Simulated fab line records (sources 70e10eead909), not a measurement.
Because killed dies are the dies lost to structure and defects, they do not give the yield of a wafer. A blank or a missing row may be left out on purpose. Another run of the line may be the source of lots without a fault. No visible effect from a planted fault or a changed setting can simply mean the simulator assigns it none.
A struck lot beside a sound one ; flow nand_harc ; 43 out of 1302 route steps
Sound: these wafers, L867.3, L867.4, L867.6. Wafers L876.4, L876.5, L876.6 were the ones struck. At the end, the cause is stated.
Per side, at each step with rows, come the tool, then ch with its chambers, and then its first start. Under that, the readings that differ: sound wafers ; struck wafers ; difference of the means ; sigmas: that difference in standard deviations of wafers without a fault.
alike: readings whose means differ by less than 2 such deviations, and words and numbers that are the same on both sides. not compared: withheld readings, readings that some wafer has no value for, bounds like >300 that may hide the same value, and numbers for which the record gives no deviation and whose values overlap.
Wherever a step has rows on one side only, a row that says differs or no value, or a row with sigmas, the two part there. Numbers that have no deviation but don't overlap get no sigmas and don't part them. A reading that every wafer of one side lacks parts them only if that side has two wafers or more.

first, 2 steps without rows for these wafers: NHARC_A_CONTACT_PEB_40 (peb time 65 s); NHARC_A_CONTACT_DEVELOP_41 (develop time 35 s).
NHARC_A_CONTACT_CD_MEAS_42: target cd 300 nm.
  sound on cd_sem-03 ch 0, day 21 13:01; struck on cd_sem-01 ch 0, day 26 01:33
  alike: cd_nm
NHARC_A_CONTACT_OVL_MEAS_43:
  sound on overlay-02, day 21 13:07; struck on overlay-01, day 26 01:38
  alike: overlay_x_nm, overlay_y_nm
NHARC_A_CONTACT_INSPECT_44:
  sound on defect_inspect-01, day 21 13:08; struck on defect_inspect-01, day 26 01:40
  alike: raw_defect_count
NHARC_A_CONTACT_DESCUM_47: chemistry O2, time 3 s.
  sound on rie_diel-10 ch 1,3, day 21 13:13; struck on rie_diel-02 ch 1,2, day 26 01:58
  alike: drypump_motor_current_A, oes_product_au, rf_vpp_V, showerhead_plenum_p_Torr, throttle_valve_pct
  not compared: rf_hours_counter_h
then, 2 steps without rows for these wafers: NHARC_A_CONTACT_ETCH_48 (etches the open film in CF4, target depth 39 nm, time 65 s); NHARC_A_CONTACT_ETCH_49 (etches the open film in N2/H2, target depth 260 nm, time 475.3 s).
NHARC_A_CONTACT_ETCH_50: etches the open film in CF4/CHF3, target depth 121 nm, time 60.5 s.
  sound: rie_diel-10 ch 0,1,3; struck: rie_diel-02 ch 0,2,3
  alike: bias_w, cf4_flow_sccm, drypump_motor_current_A, oes_product_au, rf_vpp_V, showerhead_plenum_p_Torr, throttle_valve_pct
  not compared: rf_hours_counter_h
then, 3 steps without rows for these wafers: NHARC_A_CONTACT_ETCH_51 (etches the open film in O2/COS, target depth 7000 nm, time 1820 s); NHARC_A_CONTACT_ETCH_111 (etches the open film in C4F8/O2/Ar, time 140 s, target depth 700 nm); NHARC_A_CONTACT_ETCH_112 (etches the open film in C4F8/O2/Ar, time 190 s, target depth 1850 nm).
NHARC_A_CONTACT_ETCH_113: etches the open film in C4F8/O2/Ar, time 190 s, target depth 1850 nm.
  sound on har_cap_etch-01 ch 0,1, day 21 15:27; struck on har_cap_etch-01 ch 0,1, day 26 05:07
  alike: oes_air_line_au
  not compared: rf_hours_counter_h
then, 1 step without rows for these wafers: NHARC_A_CONTACT_ETCH_114 (etches the open film in C4F8/O2/Ar, time 190 s, target depth 1850 nm).
NHARC_A_CONTACT_ETCH_115: etches the open film in C4F8/O2/Ar, time 190 s, target depth 1850 nm.
  sound on har_cap_etch-01 ch 0,1, day 21 15:47; struck on har_cap_etch-01 ch 0,1, day 26 05:28
  alike: oes_air_line_au
  not compared: rf_hours_counter_h
then, 8 steps without rows for these wafers: NHARC_A_CONTACT_ETCH_116 (etches the open film in C4F8/O2/Ar, time 190 s, target depth 1850 nm); NHARC_A_CONTACT_ETCH_117 (etches the open film in C4F8/O2/Ar, time 190 s, target depth 1850 nm); NHARC_A_CONTACT_ETCH_118 (etches the open film in C4F8/O2/Ar, time 190 s, target depth 1850 nm); NHARC_A_CONTACT_ETCH_119 (etches the open film in C4F8/O2/Ar, time 190 s, target depth 1850 nm); NHARC_A_CONTACT_ETCH_120 (etches the open film in C4F8/O2/Ar, time 190 s, target depth 1850 nm); NHARC_A_CONTACT_ETCH_121 (etches the open film in C4F8/O2/Ar, time 190 s, target depth 1850 nm); NHARC_A_CONTACT_ETCH_122 (etches the open film in C4F8/O2/Ar, time 190 s, target depth 1850 nm); NHARC_A_CONTACT_ETCH_123 (etches the open film in C4F8/O2/Ar, time 490 s, target depth 2110 nm).
NHARC_A_CONTACT_ETCH_90: etches the open film in CH3F/O2, target depth 40 nm, time 85.7 s.
  sound on rie_diel-10 ch 1,3, day 21 18:05; struck on rie_diel-02 ch 1,2, day 26 07:43
  alike: bias_w, drypump_motor_current_A, oes_product_au, rf_vpp_V, showerhead_plenum_p_Torr, throttle_valve_pct
  not compared: rf_hours_counter_h
NHARC_A_CONTACT_ETCH_96: etches the open film in C4F6/O2, target depth 20 nm, time 10 s.
  sound: rie_diel-10 ch 0,1; struck: rie_diel-02 ch 0,1,3
  alike: bias_w, drypump_motor_current_A, oes_product_au, rf_vpp_V, showerhead_plenum_p_Torr, throttle_valve_pct
  not compared: rf_hours_counter_h
NHARC_A_CONTACT_CD_MEAS_53:
  sound on cd_sem-01, day 21 18:18; struck on cd_sem-03, day 26 08:02
  alike: cd_nm
then, 16 steps without rows for these wafers: NHARC_A_CONTACT_STRIP_99 (strips in N2/H2); NHARC_A_CONTACT_STRIP_100 (strips in CF4/CHF3); NHARC_A_CONTACT_STRIP_101 (strips in O2/COS); NHARC_A_CONTACT_ETCH_102 (etches the open film in CF4/O2, target depth 100 nm, overetch 10 nm, time 55 s); NHARC_A_CONTACT_STRIP_55 (strips in O2); NHARC_A_CONTACT_STRIP_56 (strips in post etch residue remover, time 600 s); NHARC_A_CONTACT_DEP_57 (deposits aC, target thk 5300 nm); NHARC_A_CONTACT_DEP_58 (deposits SiON, target thk 90 nm); NHARC_A_CONTACT_DEHYDRATE_59 (time 120 s); NHARC_A_CONTACT_HMDS_60 (time 30 s); NHARC_A_CONTACT_COAT_61 (time 75 s); NHARC_A_CONTACT_COAT_62 (time 65 s); NHARC_A_CONTACT_COAT_63 (resist thk 90 nm); NHARC_A_CONTACT_SOFTBAKE_64 (time 55 s); NHARC_A_CONTACT_EBR_65; NHARC_A_CONTACT_EXPOSE_66 (exposes mask A CC 2).
-- the record jumps here: 4 days lie between the struck wafers' starts before and after (it left off in module A_CONTACT and takes up again in module END, whose first step shown is number 1302 of the route) --
NHARC_END_SORT_01:
  the record has rows for the struck wafers here (prober-02 ch 0, day 29 20:30) and none for the sound ones

## WHERE THEY PART
NHARC_END_SORT_01 only, going by this record.

WHY: what had been put in by the simulator
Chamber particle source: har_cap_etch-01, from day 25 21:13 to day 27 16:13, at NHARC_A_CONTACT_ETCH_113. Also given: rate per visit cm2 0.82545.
